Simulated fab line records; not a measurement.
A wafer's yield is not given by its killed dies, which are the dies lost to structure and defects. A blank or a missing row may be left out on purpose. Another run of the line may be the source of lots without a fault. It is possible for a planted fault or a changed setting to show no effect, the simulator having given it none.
Which tool is to blame?	flow nand-harc	11 lots, 33 wafers sampled, at 7 steps of a route of 1159

== WHAT EACH GAUGE READ, for each wafer ==
NHARC_P_CONTACT_INSPECT_14. Usual: raw-defect-count reads 3.4 (standard deviation 1.8).
lot	measured	on	raw-defect-count	flag
L731	day 5 15:03	defect-inspect-02	5 3 4	
L734	day 6 18:58	defect-inspect-02	3 4 5	
L735	day 6 20:07	defect-inspect-01	6 1 3	
L736	day 7 01:27	defect-inspect-02	1 5 4	
L737	day 7 02:19	defect-inspect-01	4 5 1	
L738	day 7 08:52	defect-inspect-01	2 3 7	
L746	day 9 10:31	defect-inspect-02	2 4 3	
L750	day 10 09:51	defect-inspect-02	1 4 3	
L752	day 10 14:07	defect-inspect-01	2 6 3	
L751	day 10 14:32	defect-inspect-01	2 3 3	
L754	day 11 13:36	defect-inspect-01	3 3 2	

NHARC_P_M0_CD_MEAS_09: the cd target is 90 nm. Usual: cd-nm reads 89.6 nm (standard deviation 0.51).
lot	measured	on	cd-nm (nm)	flag
L731	day 5 22:23	cd-sem-01	89.2 89.5 90.2	
L734	day 7 00:28	cd-sem-02	89.7 89.3 89.4	
L735	day 7 01:08	cd-sem-01	90.2 90.1 89.1	
L736	day 7 05:25	cd-sem-02	89.0 83.1 90.0	OFF
L737	day 7 06:38	cd-sem-01	83.8 89.3 89.8	OFF
L738	day 7 15:27	cd-sem-02	89.5 88.5 88.6	
L746	day 9 23:13	cd-sem-01	89.7 89.5 89.8	
L750	day 10 14:20	cd-sem-02	89.7 89.9 89.9	
L752	day 10 18:33	cd-sem-01	89.0 89.1 89.5	
L751	day 10 18:54	cd-sem-01	89.2 89.2 88.6	
L754	day 11 22:29	cd-sem-02	89.4 89.1 90.2	

NHARC_P_M0_CD_MEAS_16. Usual: cd-nm reads 89.6 nm (standard deviation 0.63).
lot	measured	on	cd-nm (nm)	flag
L731	day 5 22:52	cd-sem-03	89.8 88.9 89.3	
L734	day 7 00:58	cd-sem-02	89.4 89.4 89.2	
L735	day 7 01:37	cd-sem-02	90.5 89.4 89.7	
L736	day 7 05:55	cd-sem-01	89.6 83.5 90.3	
L737	day 7 07:07	cd-sem-02	83.5 89.1 89.7	OFF
L738	day 7 15:57	cd-sem-03	89.4 88.4 88.8	
L746	day 9 23:42	cd-sem-02	89.1 89.1 89.2	
L750	day 10 14:49	cd-sem-01	88.7 89.4 89.6	
L752	day 10 19:02	cd-sem-02	88.2 88.9 88.9	
L751	day 10 19:23	cd-sem-03	89.7 89.3 88.3	
L754	day 11 22:59	cd-sem-01	88.9 88.7 90.3	

NHARC_END_SORT_01. Usual: defect-limited-yield 95.3 %, standard deviation 1.7; killed-at-array 28, standard deviation 11; killed-at-other 0.5, standard deviation 0.85; killed-at-periphery 2.7, standard deviation 1.9; killed-dies 32, standard deviation 12; killed-open 3.3, standard deviation 1.6; killed-short 2.1, standard deviation 1.5; sort_bin_2_pct 1.5 %, standard deviation 0.71; sort_bin_3_pct 0.25 %, standard deviation 0.23; sort_bin_4_pct 3.0 %, standard deviation 1.1; sort-n-pass 645, standard deviation 12; sort-rim-yield-pct 95 %, standard deviation 3.1; sort-yield-pct 95.3 %, standard deviation 1.7.
lot	measured	on	defect-limited-yield (%)	killed-at-array	killed-at-other	killed-at-periphery	killed-dies	killed-open	killed-short	sort_bin_2_pct (%)	sort_bin_3_pct (%)	sort_bin_4_pct (%)	sort-n-pass	sort-rim-yield-pct (%)	sort-yield-pct (%)	flag
L746	day 24 04:15	prober-01	96.9 97.8 96.9	16 14 18	3 0 0	2 1 3	21 15 21	2 3 5	3 1 3	0.4 0.4 1.0	0 0 0.15	2.7 1.8 1.9	656 662 656	98 100 98	96.9 97.8 96.9	

== TOOL THAT RAN EACH LOT (tool first, then ch and the chambers of the sampled wafers, then the start) ==
lot	NHARC_P_CONTACT_DESCUM_17	NHARC_P_M0_PEB_07	NHARC_P_M0_DEGAS_28
L731	rie-diel-05 ch 0,2,3, day 5 15:07	litho-track-01 ch 0, day 5 22:19	pvd-sputter-03, day 5 23:29
L734	rie-diel-05 ch 2,3, day 6 19:04	litho-track-06 ch 0, day 7 00:23	pvd-sputter-01, day 7 01:37
L735	rie-diel-06 ch 0,2,3, day 6 20:10	litho-track-06 ch 0, day 7 01:03	pvd-sputter-02, day 7 02:15
L736	rie-diel-06 ch 0,1,3, day 7 01:31	litho-track-06 ch 0, day 7 05:20	pvd-sputter-02, day 7 06:33
L737	rie-diel-05 ch 1,2,3, day 7 02:22	litho-track-06 ch 0, day 7 06:33	pvd-sputter-01, day 7 07:46
L738	rie-diel-06 ch 0,2,3, day 7 08:56	litho-track-01 ch 0, day 7 15:22	pvd-sputter-03, day 7 16:34
L746	rie-diel-05 ch 0,2, day 9 10:34	litho-track-04 ch 0, day 9 23:08	pvd-sputter-01, day 10 00:22
L750	rie-diel-06 ch 2,3, day 10 09:55	litho-track-01 ch 0, day 10 14:14	pvd-sputter-01, day 10 15:25
L752	rie-diel-05 ch 2,3, day 10 14:11	litho-track-01 ch 0, day 10 18:28	pvd-sputter-02, day 10 19:39
L751	rie-diel-05 ch 1,2,3, day 10 14:37	litho-track-01 ch 0, day 10 18:49	pvd-sputter-03, day 10 20:01
L754	rie-diel-06 ch 0,1,3, day 11 13:40	litho-track-01 ch 0, day 11 22:24	pvd-sputter-03, day 11 23:37
- NHARC_P_CONTACT_DESCUM_17: chemistry O2, time 3 s.
- NHARC_P_M0_PEB_07: peb time 65 s.
- NHARC_P_M0_DEGAS_28: time 60 s.

== WHAT THE TOOLS THEMSELVES READ (means of the sampled wafers that have a number; where no wafer has one, the mark that the record gives instead) ==
NHARC_P_CONTACT_DESCUM_17. Usual: drypump-motor-current-A 5.9 A, standard deviation 0.72; oes-product-au 1.000 a.u., standard deviation 0.0081; rf-vpp-V 57.8 V, standard deviation 0.89; showerhead-plenum-p-Torr 1.92 Torr, standard deviation 0.079; throttle-valve-pct 11.312 %, standard deviation 0.0098.
lot	tool	drypump-motor-current-A (A)	oes-product-au (a.u.)	rf-vpp-V (V)	showerhead-plenum-p-Torr (Torr)	throttle-valve-pct (%)	flag
L731	rie-diel-05	5.3	1.006	57.8	1.85	11.317	
L734	rie-diel-05	5.2	1.006	57.4	1.85	11.322	
L735	rie-diel-06	6.2	1.001	59.0	1.99	11.307	
L736	rie-diel-06	6.4	1.010	57.7	1.93	11.301	
L737	rie-diel-05	5.8	1.006	57.9	1.91	11.318	
L738	rie-diel-06	6.2	0.996	57.9	1.99	11.316	
L746	rie-diel-05	4.7	1.002	57.6	1.82	11.304	
L750	rie-diel-06	5.8	0.993	58.2	2.00	11.309	
L752	rie-diel-05	5.8	1.001	57.4	1.89	11.304	
L751	rie-diel-05	5.8	0.998	57.4	1.91	11.308	
L754	rie-diel-06	6.5	0.998	58.2	1.93	11.311	

NHARC_P_M0_PEB_07. Usual: heater-power-total-W reads 156.6 W (standard deviation 0.45).
lot	tool	heater-power-total-W (W)	flag
L731	litho-track-01	156.8	
L734	litho-track-06	156.9	
L735	litho-track-06	156.8	
L736	litho-track-06	161.5	OFF
L737	litho-track-06	161.9	OFF
L738	litho-track-01	156.9	
L746	litho-track-04	156.5	
L750	litho-track-01	156.8	
L752	litho-track-01	156.7	
L751	litho-track-01	156.7	
L754	litho-track-01	156.7	

NHARC_P_M0_DEGAS_28. Usual: heater-power-w 328 W, standard deviation 35; susceptor-temp-C 249.98 C, standard deviation 0.18.
lot	tool	heater-power-w (W)	susceptor-temp-C (C)	flag
L731	pvd-sputter-03	319	249.96	
L734	pvd-sputter-01	363	250.03	
L735	pvd-sputter-02	306	250.08	
L736	pvd-sputter-02	290	250.00	
L737	pvd-sputter-01	362	249.96	
L738	pvd-sputter-03	297	249.97	
L746	pvd-sputter-01	363	249.93	
L750	pvd-sputter-01	349	250.01	
L752	pvd-sputter-02	344	249.86	
L751	pvd-sputter-03	339	249.75	
L754	pvd-sputter-03	325	249.97	

== THE ANSWER, worked out from the rows above alone ==
Rule: lot off if the mean of its wafers having a number is beyond 3 standard deviations from the usual mean. A lot without any number at a reading at which 4 lots or more have one is off too. The other lots that the step has rows for count as sound. Order of review: gauges by route order, followed by the tools' own readings, for which a lot's mean as printed above is used. At the first step where some lot is off, the reading lying furthest off is the one used; lots without a number count as furthest.
Off, at NHARC_P_M0_CD_MEAS_09 on cd-nm: L736, L737.
A tool fits if, at a process step before that reading, it ran every lot that is off, and no sound lot after the first of them. Not tried: the gauges at NHARC_P_M0_CD_MEAS_09; whatever is off there is also off at NHARC_P_M0_PEB_07, on other tools, and gauge error can't account for it. One fits: litho-track-06 at NHARC_P_M0_PEB_07. Its last sound lot is L735 (day 7 01:03), its first lot that is off L736 (day 7 05:20): a fault that began between those two fits.
The tool's own readings at NHARC_P_M0_PEB_07 bear it out: on the lots that are off they differ by more than 5 times the standard deviation of the sound lots' means. heater-power-total-W reads 161.7 W there against 156.8 W on the sound lots.

== WHAT THE SIMULATOR PUT IN ==
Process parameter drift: litho-track-06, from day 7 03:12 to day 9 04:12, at NHARC_P_M0_PEB_07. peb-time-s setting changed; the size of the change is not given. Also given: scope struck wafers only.
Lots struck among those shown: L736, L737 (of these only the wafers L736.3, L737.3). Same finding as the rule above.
